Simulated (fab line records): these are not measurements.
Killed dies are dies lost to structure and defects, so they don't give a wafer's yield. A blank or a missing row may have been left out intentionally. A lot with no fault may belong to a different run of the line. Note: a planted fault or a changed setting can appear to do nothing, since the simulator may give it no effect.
fab line records ; flow n5Finfet ; part 1 of 2: steps 1 to 19 of 26
record lots=5; wafers=15; lastDay=18
route steps=1938 shown BEOL_M15@1794
lots with no fault: from the same line, run without faults
startH: start of the lot's first displayed wafer, in hours after the record's first day ; waitH: hours since the lot's step before ; " repeats the value in the row above ; L1.1+2: one row covering several wafers at once ; - no value present, or no start provided ; * or withheld: withheld ; < > ~ a bound
route shown NAME@n: NAME is a module with steps in the file, n the number in the route of the first one ; usual: the fault-free wafers' mean and standard deviation ; same: alike in all rows ; chamber/n: place in a boat ; sites: readings site by site ; _std_site: their standard deviation ; _edge_site: the outer-site mean with the inner-site mean subtracted ; radiusMm: how far each site lies from the wafer's centre ; mask NAME#n: copy n ; behind: tool/chamber where the wafer was last shaped ; hold: what put the lot on hold/how long, in hours/how the hold closed ; device: the n, p or np transistor that did not switch ; end of line: the route-end tests of the same wafers ; a step with no rows: only its recipe ; killed: at the first sort, the dies lost to defects and structure; wafer yield is something else ; map: a wafer's dies, x killed, . not, _ none there
set.NAME: setting as actually run; set.NAME@STEP: the setting as run at that earlier step ; model.NAME: the simulator's own value behind a step, which no gauge read
lots seen at some steps along the route; tables by step, rows by wafer
services: when a tool's chamber went out of use (startH, in hours from the record's first day, below 0 if earlier), for how many hours, and the reason
## steps
# step N5_BEOL_M15_COAT_56
# recipe resist=SOC; tempC=250; timeS=60; spinRpm=1500; resistThkNm=550
lot.wafer;tool;chamber;startH;waitH
L074.1+2+6;lithoTrack-05;0;291.97;0.0
L078.2+3+6;lithoTrack-01;0;329.69;0.0
L091.2+3+6;lithoTrack-01;0;385.96;0.0
L096.2+4+6;lithoTrack-03;0;412.70;0.0
L097.1+4+5;lithoTrack-01;0;414.16;0.0
# step N5_BEOL_M15_ETCH_57
# recipe chemistry=N2/H2; target=SOC; sourceW=3000; biasW=350; timeS=750; ionEnergyEv=200; pressureMtorr=30; n2FlowSccm=200; h2FlowSccm=200
# usual chamberPressureMTorr=29.999/0.025; drypumpMotorCurrentA=5.6/0.32; n2FlowSccm=200.0/0.6; oesProductAu=0.80/0.089; rfVppV=524.2/2.4; showerheadPlenumPTorr=2.56/0.09; throttleValvePct=17.73/0.19
lot.wafer;tool;chamber;startH;waitH;chamberPressureMTorr;drypumpMotorCurrentA;n2FlowSccm;oesProductAu;rfHoursCounterH;rfVppV;showerheadPlenumPTorr;throttleValvePct
L074.1;rieDiel-02;0;292.31;-;30.007;5.3;199.8;0.71;214;521.0;2.42;17.91
L074.2;rieDiel-02;3;292.31;-;30.018;5.5;198.7;0.90;19;521.8;2.48;17.75
L074.6;rieDiel-02;0;292.31;-;30.005;5.3;200.4;0.71;-;519.9;2.42;17.92
L078.2;rieDiel-04;2;329.79;-;29.999;5.7;199.6;0.88;33;521.5;2.50;17.55
L078.3;rieDiel-04;0;329.79;-;30.009;5.7;199.2;0.69;229;523.1;2.50;18.08
L078.6;rieDiel-04;2;329.79;-;29.988;5.8;200.3;0.89;-;523.1;2.50;17.55
L091.2;rieDiel-04;2;386.06;-;29.978;5.7;200.0;0.85;51;521.9;2.49;17.58
L091.3;rieDiel-04;0;386.06;-;29.990;5.7;200.7;0.66;248;522.2;2.49;18.11
L091.6;rieDiel-04;3;386.06;-;30.002;5.5;200.5;0.92;-;527.3;2.71;17.85
L096.2;rieDiel-02;3;412.76;-;30.001;5.5;200.4;0.82;66;522.8;2.46;17.86
L096.4;rieDiel-02;0;412.76;-;29.962;5.3;200.4;0.97;2;528.8;2.73;17.59
L096.6;rieDiel-02;0;412.76;-;30.003;5.3;200.3;0.97;-;529.3;2.73;17.59
L097.1;rieDiel-04;3;414.22;-;30.022;5.5;198.9;0.90;32;527.2;2.70;17.86
L097.4;rieDiel-04;2;414.22;-;30.034;5.8;199.8;0.84;-;522.7;2.49;17.59
L097.5;rieDiel-04;1;414.22;-;30.024;5.9;200.1;0.68;-;525.7;2.63;17.95
# step N5_BEOL_M15_COAT_60
# recipe resist=BARC; tempC=205; timeS=60; spinRpm=1500; resistThkNm=89
lot.wafer;tool;chamber;startH;waitH
L074.1+2+6;lithoTrack-05;0;292.81;0.3
L078.2+3+6;lithoTrack-03;0;330.29;0.3
L091.2+3+6;lithoTrack-01;0;386.56;0.3
L096.2+4+6;lithoTrack-03;0;413.26;0.3
L097.1+4+5;lithoTrack-01;0;414.72;0.3
# step N5_BEOL_M15_COAT_22
# recipe spinRpm=1704; resistThkNm=800
lot.wafer;tool;chamber;startH;waitH
L074.1+2+6;lithoTrack-05;0;-;-
L078.2+3+6;lithoTrack-03;0;-;-
L091.2+3+6;lithoTrack-01;0;-;-
L096.2+4+6;lithoTrack-03;0;-;-
L097.1+4+5;lithoTrack-01;0;-;-
# step N5_BEOL_M15_EBR_24
# recipe solvent=PGMEA; ebrWidthMm=1.5
lot.wafer;tool;chamber;startH;waitH
L074.1+2+6;lithoTrack-05;0;-;-
L078.2+3+6;lithoTrack-03;0;-;-
L091.2+3+6;lithoTrack-01;0;-;-
L096.2+4+6;lithoTrack-03;0;-;-
L097.1+4+5;lithoTrack-01;0;-;-
# step N5_BEOL_M15_SOFTBAKE_23
# recipe tempC=130; timeS=60
lot.wafer;tool;chamber;startH;waitH
L074.1+2+6;lithoTrack-05;0;-;-
L078.2+3+6;lithoTrack-03;0;-;-
L091.2+3+6;lithoTrack-01;0;-;-
L096.2+4+6;lithoTrack-03;0;-;-
L097.1+4+5;lithoTrack-01;0;-;-
# step N5_BEOL_M15_EXPOSE_25
# recipe maskId=M15; na=0.8; sourceShape=annular; sigmaInner=0.5; sigmaOuter=0.8; polarization=unpolarized; targetCdNm=400; doseMj=35.5
# usual exposureDoseMJCm2=35.49/0.033; focusOffsetNm=0.1/0.44
lot.wafer;tool;chamber;startH;waitH;mask;exposureDoseMJCm2;focusOffsetNm
L074.1;krfScanner-01;0;292.91;-;M15#0;35.46;-0.6
L074.2;krfScanner-01;0;292.91;-;M15#0;35.47;-0.8
L074.6;krfScanner-01;0;292.91;-;M15#0;35.52;0.2
L078.2;krfScanner-01;0;330.40;-;M15#0;35.48;-0.7
L078.3;krfScanner-01;0;330.40;-;M15#0;35.46;0.0
L078.6;krfScanner-01;0;330.40;-;M15#0;35.48;-0.3
L091.2;krfScanner-02;0;386.79;-;M15#0;35.54;0.1
L091.3;krfScanner-02;0;386.79;-;M15#0;35.54;-0.2
L091.6;krfScanner-02;0;386.79;-;M15#0;35.51;0.3
L096.2;krfScanner-02;0;413.49;-;M15#0;35.56;0.1
L096.4;krfScanner-02;0;413.49;-;M15#0;35.55;-0.1
L096.6;krfScanner-02;0;413.49;-;M15#0;35.55;0.3
L097.1;krfScanner-01;0;414.82;-;M15#0;35.49;0.1
L097.4;krfScanner-01;0;414.82;-;M15#0;35.48;0.6
L097.5;krfScanner-01;0;414.82;-;M15#0;35.48;0.2
# step N5_BEOL_M15_PEB_26
# recipe pebTempC=130; pebTimeS=90
# same pebTimeS=90
lot.wafer;tool;chamber;startH;waitH
L074.1+2+6;lithoTrack-01;0;292.97;0.1
L078.2+3+6;lithoTrack-05;0;330.45;0.0
L091.2+3+6;lithoTrack-05;0;386.84;0.0
L096.2+4+6;lithoTrack-03;0;413.55;0.0
L097.1+4+5;lithoTrack-01;0;414.88;0.1
# step N5_BEOL_M15_DEVELOP_27
# recipe developTimeS=45; rinseLiquid=diw; dry=airSpin; devTempC=21
lot.wafer;tool;chamber;startH;waitH
L074.1+2+6;lithoTrack-01;0;-;-
L078.2+3+6;lithoTrack-05;0;-;-
L091.2+3+6;lithoTrack-05;0;-;-
L096.2+4+6;lithoTrack-03;0;-;-
L097.1+4+5;lithoTrack-01;0;-;-
# step N5_BEOL_M15_HARDBAKE_32
# recipe tempC=130; timeS=120
lot.wafer;tool;chamber;startH;waitH
L074.1+2+6;lithoTrack-01;0;-;-
L078.2+3+6;lithoTrack-05;0;-;-
L091.2+3+6;lithoTrack-05;0;-;-
L096.2+4+6;lithoTrack-03;0;-;-
L097.1+4+5;lithoTrack-01;0;-;-
# step N5_BEOL_M15_CD_MEAS_28
# recipe targetCdNm=407.6; landingEnergyEv=500; detector=seInlens
# usual cdNm=406.4/1.8
lot.wafer;tool;chamber;startH;waitH;cdNm
L074.1;cdSem-03;0;293.08;-;406.9
L074.2;cdSem-03;0;293.08;-;406.3
L074.6;cdSem-03;0;293.08;-;407.2
L078.2;cdSem-03;0;330.57;-;405.7
L078.3;cdSem-03;0;330.57;-;404.6
L078.6;cdSem-03;0;330.57;-;404.7
L091.2;cdSem-02;0;386.96;-;406.2
L091.3;cdSem-02;0;386.96;-;404.2
L091.6;cdSem-02;0;386.96;-;404.9
L096.2;cdSem-03;0;413.66;-;407.9
L096.4;cdSem-03;0;413.66;-;407.1
L096.6;cdSem-03;0;413.66;-;405.5
L097.1;cdSem-01;0;414.99;-;403.4
L097.4;cdSem-01;0;414.99;-;403.7
L097.5;cdSem-01;0;414.99;-;401.5
# step N5_BEOL_M15_OVL_MEAS_29
# recipe pointsPerWafer=44
# usual M15_OVL=-5/4.7
lot.wafer;tool;chamber;startH;waitH;M15_OVL[nm]
L074.1;overlay-02;0;293.11;0.0;-5
L074.2;overlay-02;0;293.11;0.0;-7
L074.6;overlay-02;0;293.11;0.0;-9
L078.2;overlay-02;0;330.59;0.0;2
L078.3;overlay-02;0;330.59;0.0;-12
L078.6;overlay-02;0;330.59;0.0;-4
L091.2;overlay-01;0;386.99;0.0;-1
L091.3;overlay-01;0;386.99;0.0;-9
L091.6;overlay-01;0;386.99;0.0;-1
L096.2;overlay-01;0;413.69;0.0;-2
L096.4;overlay-01;0;413.69;0.0;1
L096.6;overlay-01;0;413.69;0.0;2
L097.1;overlay-01;0;415.02;0.0;-12
L097.4;overlay-01;0;415.02;0.0;-5
L097.5;overlay-01;0;415.02;0.0;-2
# step N5_BEOL_M15_INSPECT_30
# recipe mode=adi; inspectInstrument=macro
# usual rawDefectCount=2.2/1.5
lot.wafer;tool;chamber;startH;waitH;rawDefectCount
L074.1;defectInspect-01;-;293.13;0.0;1
L074.2;defectInspect-01;-;293.13;0.0;3
L074.6;defectInspect-01;-;293.13;0.0;3
L078.2;defectInspect-01;-;330.62;0.0;2
L078.3;defectInspect-01;-;330.62;0.0;1
L078.6;defectInspect-01;-;330.62;0.0;6
L091.2;defectInspect-02;-;387.01;0.0;3
L091.3;defectInspect-02;-;387.01;0.0;3
L091.6;defectInspect-02;-;387.01;0.0;1
L096.2;defectInspect-01;-;413.71;0.0;2
L096.4;defectInspect-01;-;413.71;0.0;4
L096.6;defectInspect-01;-;413.71;0.0;4
L097.1;defectInspect-02;-;415.05;0.0;1
L097.4;defectInspect-02;-;415.05;0.0;3
L097.5;defectInspect-02;-;415.05;0.0;1
# step N5_BEOL_M15_DESCUM_33
# recipe chemistry=O2; timeS=7.9; sourcePowerW=50; biasPowerW=20; pressureMtorr=20; rfFrequencyHz=2.712e+07; tempC=40; o2FlowSccm=225
# usual chamberPressureMTorr=19.999/0.017; drypumpMotorCurrentA=5.6/0.32; oesProductAu=0.79/0.088; rfVppV=243.3/1.4; showerheadPlenumPTorr=2.09/0.069; tempC=39.99/0.11; throttleValvePct=20.35/0.23
lot.wafer;tool;chamber;startH;waitH;chamberPressureMTorr;drypumpMotorCurrentA;oesProductAu;rfHoursCounterH;rfVppV;showerheadPlenumPTorr;tempC;throttleValvePct
L074.1;rieDiel-05;1;293.17;0.0;19.992;5.1;0.82;66;242.8;2.13;39.99;20.28
L074.2;rieDiel-05;0;293.17;0.0;19.978;5.3;0.72;199;244.1;2.05;40.25;20.25
L074.6;rieDiel-05;1;293.17;0.0;20.029;5.1;0.82;-;242.9;2.13;40.08;20.28
L078.2;rieDiel-02;3;331.00;0.4;20.011;5.5;0.86;36;242.7;2.03;40.07;20.47
L078.3;rieDiel-02;0;331.00;0.4;20.040;5.3;0.69;232;242.6;1.98;40.04;20.57
L078.6;rieDiel-02;0;331.00;0.4;20.008;5.3;0.69;-;240.9;1.98;40.06;20.55
L091.2;rieDiel-05;1;387.04;0.0;20.009;5.1;0.79;94;245.5;2.12;39.87;20.32
L091.3;rieDiel-05;2;387.04;0.0;19.977;5.8;0.68;207;243.1;2.06;40.04;20.26
L091.6;rieDiel-05;3;387.04;0.0;20.011;6.3;0.86;-;246.1;2.21;40.04;20.49
L096.2;rieDiel-05;2;413.75;0.0;19.984;5.9;0.69;215;243.5;2.06;39.89;20.28
L096.4;rieDiel-05;3;413.75;0.0;19.996;6.3;0.85;64;243.9;2.20;40.12;20.49
L096.6;rieDiel-05;1;413.75;0.0;20.017;5.1;0.79;-;243.5;2.11;40.15;20.32
L097.1;rieDiel-05;2;415.14;0.1;19.986;5.9;0.69;216;242.3;2.06;40.02;20.27
L097.4;rieDiel-05;0;415.14;0.1;20.027;5.3;0.70;235;242.5;2.04;39.99;20.31
L097.5;rieDiel-05;1;415.14;0.1;19.985;5.1;0.78;-;243.9;2.11;39.97;20.33
# step N5_BEOL_M15_ETCH_61
# recipe chemistry=N2/H2; target=BARC; targetDepthA=890; overetchA=267; timeS=67.9; ionEnergyEv=200; pressureMtorr=30; sourceW=840; biasW=150; n2FlowSccm=200; h2FlowSccm=200
# usual chamberPressureMTorr=30.002/0.027; drypumpMotorCurrentA=5.6/0.32; n2FlowSccm=200.1/0.7; oesProductAu=0.68/0.073; rfVppV=524.2/2.4; showerheadPlenumPTorr=2.55/0.087; throttleValvePct=17.86/0.19
lot.wafer;tool;chamber;startH;waitH;chamberPressureMTorr;drypumpMotorCurrentA;n2FlowSccm;oesProductAu;rfHoursCounterH;rfVppV;showerheadPlenumPTorr;throttleValvePct
L074.1;rieDiel-05;1;293.20;0.0;29.994;5.1;200.1;0.70;66;525.0;2.57;17.66
L074.2;rieDiel-05;0;293.20;0.0;29.998;5.3;199.8;0.61;199;522.8;2.51;17.75
L074.6;rieDiel-05;1;293.20;0.0;29.983;5.1;199.5;0.70;-;526.5;2.57;17.69
L078.2;rieDiel-02;3;331.04;0.0;30.007;5.5;200.5;0.73;36;524.0;2.48;17.91
L078.3;rieDiel-02;0;331.04;0.0;29.958;5.3;200.3;0.60;232;519.1;2.41;18.03
L078.6;rieDiel-02;0;331.04;0.0;30.023;5.3;200.1;0.59;-;520.2;2.41;18.04
L091.2;rieDiel-05;1;387.08;0.0;29.974;5.1;200.0;0.67;94;525.9;2.56;17.74
L091.3;rieDiel-05;2;387.08;0.0;29.957;5.9;199.3;0.60;207;522.7;2.51;17.67
L091.6;rieDiel-05;3;387.08;0.0;30.004;6.4;200.5;0.73;-;528.5;2.70;18.03
L096.2;rieDiel-05;2;413.78;0.0;30.032;5.9;201.9;0.59;215;522.3;2.50;17.69
L096.4;rieDiel-05;3;413.78;0.0;29.984;6.3;198.9;0.73;64;527.2;2.70;18.05
L096.6;rieDiel-05;1;413.78;0.0;29.992;5.1;199.3;0.67;-;524.6;2.56;17.72
L097.1;rieDiel-05;2;415.17;0.0;29.993;5.9;199.8;0.59;216;523.4;2.50;17.68
L097.4;rieDiel-05;0;415.17;0.0;30.040;5.4;200.5;0.59;235;522.7;2.49;17.83
L097.5;rieDiel-05;1;415.17;0.0;30.051;5.1;200.5;0.68;-;524.9;2.56;17.74
# step N5_BEOL_M15_TRENCH_ETCH_34
# recipe chemistry=C4F8/O2/Ar; target=SiO2; targetDepthA=8729.3; heInnerTorr=15; heOuterTorr=30; timeS=199; ionEnergyEv=800; pressureMtorr=20; sourceW=1905; biasW=2040; Ar_flow_sccm=400; C4F8_flow_sccm=16; O2_flow_sccm=12
# usual chamberPressureMTorr=20.000/0.019; drypumpMotorCurrentA=5.6/0.32; oes_ar_750_au=0.79/0.089; oesProductAu=0.79/0.092; rfVppV=2236/22; showerheadPlenumPTorr=3.45/0.11; throttleValvePct=30.85/0.21
lot.wafer;tool;chamber;startH;waitH;chamberPressureMTorr;drypumpMotorCurrentA;oes_ar_750_au;oesProductAu;rfHoursCounterH;rfVppV;showerheadPlenumPTorr;throttleValvePct
L074.1;rieDiel-05;1;293.26;0.0;20.004;5.1;0.83;0.83;66;2220;3.48;30.73
L074.2;rieDiel-05;0;293.26;0.0;19.981;5.3;0.71;0.70;199;2250;3.41;30.74
L074.6;rieDiel-05;1;293.26;0.0;20.034;5.1;0.83;0.82;-;2220;3.48;30.72
L078.2;rieDiel-02;3;331.09;0.0;19.960;5.5;0.85;0.87;36;2228;3.35;31.09
L078.3;rieDiel-02;0;331.09;0.0;19.977;5.3;0.68;0.69;232;2235;3.24;30.66
L078.6;rieDiel-02;0;331.09;0.0;20.006;5.3;0.69;0.69;-;2237;3.24;30.67
L091.2;rieDiel-05;1;387.13;0.0;20.003;5.1;0.80;0.79;94;2219;3.46;30.75
L091.3;rieDiel-05;2;387.13;0.0;20.040;5.9;0.71;0.69;207;2190;3.40;30.67
L091.6;rieDiel-05;3;387.13;0.0;20.023;6.3;0.84;0.85;-;2273;3.62;31.02
L096.2;rieDiel-05;2;413.83;0.0;19.981;5.9;0.71;0.68;215;2191;3.40;30.69
L096.4;rieDiel-05;3;413.83;0.0;19.977;6.3;0.84;0.85;64;2272;3.61;31.06
L096.6;rieDiel-05;1;413.83;0.0;20.003;5.1;0.79;0.78;-;2220;3.46;30.74
L097.1;rieDiel-05;2;415.22;0.0;20.000;5.8;0.71;0.69;216;2191;3.40;30.70
L097.4;rieDiel-05;0;415.22;0.0;19.985;5.3;0.69;0.68;235;2249;3.39;30.77
L097.5;rieDiel-05;1;415.22;0.0;19.986;5.1;0.78;0.79;-;2219;3.46;30.75
# step N5_BEOL_M15_STRIP_36
# recipe chemistry=O2; powerW=600; tempC=60; pressureMtorr=30; rfFrequencyHz=6e+07; biasPowerW=0; overashFraction=0.3; o2FlowSccm=225
# usual chamberPressureMTorr=30.00/0.055; drypumpMotorCurrentA=5.7/0.3; oesProductAu=0.80/0.089; rfVppV=3.6/0.91; showerheadPlenumPTorr=2.10/0.071; tempC=60.01/0.13; throttleValvePct=16.58/0.22
lot.wafer;tool;chamber;startH;waitH;chamberPressureMTorr;drypumpMotorCurrentA;oesProductAu;rfHoursCounterH;rfVppV;showerheadPlenumPTorr;tempC;throttleValvePct
L074.1;rieDiel-02;2;299.07;5.6;30.07;5.7;0.90;22;3.2;2.13;60.04;16.28
L074.2;rieDiel-02;3;299.07;5.6;30.02;5.5;0.90;22;4.2;2.04;60.16;16.63
L074.6;rieDiel-02;2;299.07;5.6;30.02;5.7;0.90;-;4.3;2.13;60.06;16.26
L078.2;rieDiel-04;2;339.46;8.2;30.02;5.7;0.88;36;3.3;2.04;59.86;16.24
L078.3;rieDiel-04;3;339.46;8.2;29.99;5.5;0.95;5;4.3;2.24;60.13;16.73
L078.6;rieDiel-04;2;339.46;8.2;29.97;5.8;0.87;-;5.7;2.04;59.78;16.26
L091.2;rieDiel-02;3;391.28;4.0;29.96;5.5;0.82;57;4.6;2.03;60.20;16.69
L091.3;rieDiel-02;2;391.28;4.0;30.06;5.7;0.84;56;4.8;2.12;60.04;16.30
L091.6;rieDiel-02;1;391.28;4.0;29.95;5.8;0.86;-;4.5;2.15;60.23;16.38
L096.2;rieDiel-02;3;418.68;4.7;29.95;5.4;0.82;68;3.3;2.02;60.01;16.71
L096.4;rieDiel-02;0;418.68;4.7;30.05;5.3;0.97;4;2.0;2.24;59.88;16.50
L096.6;rieDiel-02;2;418.68;4.7;29.98;5.7;0.83;-;4.9;2.12;59.90;16.31
L097.1;rieDiel-05;0;418.76;3.4;30.00;5.3;0.69;236;2.6;2.05;59.92;16.68
L097.4;rieDiel-05;3;418.76;3.4;30.02;6.3;0.84;65;3.1;2.21;60.21;16.70
L097.5;rieDiel-05;3;418.76;3.4;30.15;6.3;0.84;-;2.2;2.21;60.26;16.67
# step N5_BEOL_M15_STRIP_62
# recipe chemistry=O2; powerW=600; tempC=60; pressureMtorr=30; rfFrequencyHz=6e+07; biasPowerW=0; overashFraction=0.3; o2FlowSccm=225
# usual chamberPressureMTorr=30.003/0.027; drypumpMotorCurrentA=5.6/0.31; oesProductAu=0.80/0.088; rfVppV=3.6/0.49; showerheadPlenumPTorr=2.10/0.071; tempC=59.99/0.11; throttleValvePct=16.58/0.22
lot.wafer;tool;chamber;startH;waitH;chamberPressureMTorr;drypumpMotorCurrentA;oesProductAu;rfHoursCounterH;rfVppV;showerheadPlenumPTorr;tempC;throttleValvePct
L074.1;rieDiel-02;2;-;-;29.986;5.6;0.89;22;3.6;2.13;60.02;16.25
L074.2;rieDiel-02;3;-;-;30.014;5.5;0.89;22;2.9;2.04;60.19;16.62
L074.6;rieDiel-02;2;-;-;29.982;5.6;0.90;-;4.2;2.13;60.08;16.28
L078.2;rieDiel-04;2;-;-;29.997;5.7;0.88;36;4.1;2.04;60.21;16.28
L078.3;rieDiel-04;3;-;-;30.000;5.5;0.96;5;4.5;2.24;59.87;16.71
L078.6;rieDiel-04;2;-;-;30.014;5.7;0.89;-;4.4;2.04;59.88;16.27
L091.2;rieDiel-02;3;-;-;30.033;5.5;0.82;57;3.7;2.03;59.90;16.70
L091.3;rieDiel-02;2;-;-;29.999;5.7;0.84;57;3.1;2.12;59.96;16.32
L091.6;rieDiel-02;1;-;-;30.042;5.8;0.86;-;3.6;2.15;60.00;16.38
L096.2;rieDiel-02;3;-;-;29.984;5.5;0.82;68;3.5;2.02;59.67;16.72
L096.4;rieDiel-02;0;-;-;29.989;5.3;0.95;4;3.8;2.24;60.08;16.48
L096.6;rieDiel-02;2;-;-;29.998;5.7;0.83;-;3.6;2.12;60.06;16.35
L097.1;rieDiel-05;0;-;-;30.037;5.3;0.69;236;2.7;2.05;59.86;16.67
L097.4;rieDiel-05;3;-;-;29.978;6.3;0.84;65;3.6;2.21;59.95;16.69
L097.5;rieDiel-05;3;-;-;29.977;6.3;0.85;-;5.0;2.21;59.99;16.71
# step N5_BEOL_M15_STRIP_37
# recipe chemistry=O2; powerW=600; tempC=60; pressureMtorr=30; rfFrequencyHz=6e+07; biasPowerW=0; overashFraction=0.3; o2FlowSccm=225
# usual chamberPressureMTorr=30.00/0.037; drypumpMotorCurrentA=5.6/0.3; oesProductAu=0.80/0.088; rfVppV=3.6/0.7; showerheadPlenumPTorr=2.10/0.071; tempC=59.98/0.12; throttleValvePct=16.58/0.22
lot.wafer;tool;chamber;startH;waitH;chamberPressureMTorr;drypumpMotorCurrentA;oesProductAu;rfHoursCounterH;rfVppV;showerheadPlenumPTorr;tempC;throttleValvePct
L074.1;rieDiel-02;2;-;-;30.01;5.7;0.90;22;4.4;2.13;59.99;16.26
L074.2;rieDiel-02;3;-;-;30.00;5.5;0.89;22;3.2;2.04;60.03;16.62
L074.6;rieDiel-02;2;-;-;30.03;5.7;0.90;-;4.2;2.13;59.93;16.28
L078.2;rieDiel-04;2;-;-;30.01;5.8;0.88;36;4.6;2.04;59.82;16.29
L078.3;rieDiel-04;3;-;-;30.01;5.5;0.98;5;3.5;2.24;59.91;16.72
L078.6;rieDiel-04;2;-;-;30.07;5.8;0.88;-;3.2;2.04;59.90;16.27
L091.2;rieDiel-02;3;-;-;30.03;5.5;0.83;57;4.0;2.03;60.01;16.68
L091.3;rieDiel-02;2;-;-;29.95;5.7;0.84;57;3.1;2.12;59.88;16.34
L091.6;rieDiel-02;1;-;-;30.01;5.8;0.86;-;3.7;2.15;60.12;16.36
L096.2;rieDiel-02;3;-;-;30.03;5.5;0.83;68;2.5;2.02;59.86;16.71
L096.4;rieDiel-02;0;-;-;30.05;5.3;0.95;4;3.0;2.24;60.10;16.49
L096.6;rieDiel-02;2;-;-;30.00;5.7;0.85;-;3.3;2.12;60.01;16.35
L097.1;rieDiel-05;0;-;-;30.02;5.3;0.68;236;2.9;2.05;59.81;16.65
L097.4;rieDiel-05;3;-;-;30.03;6.3;0.84;65;3.0;2.21;59.82;16.71
L097.5;rieDiel-05;3;-;-;29.97;6.4;0.84;-;3.0;2.21;59.81;16.70
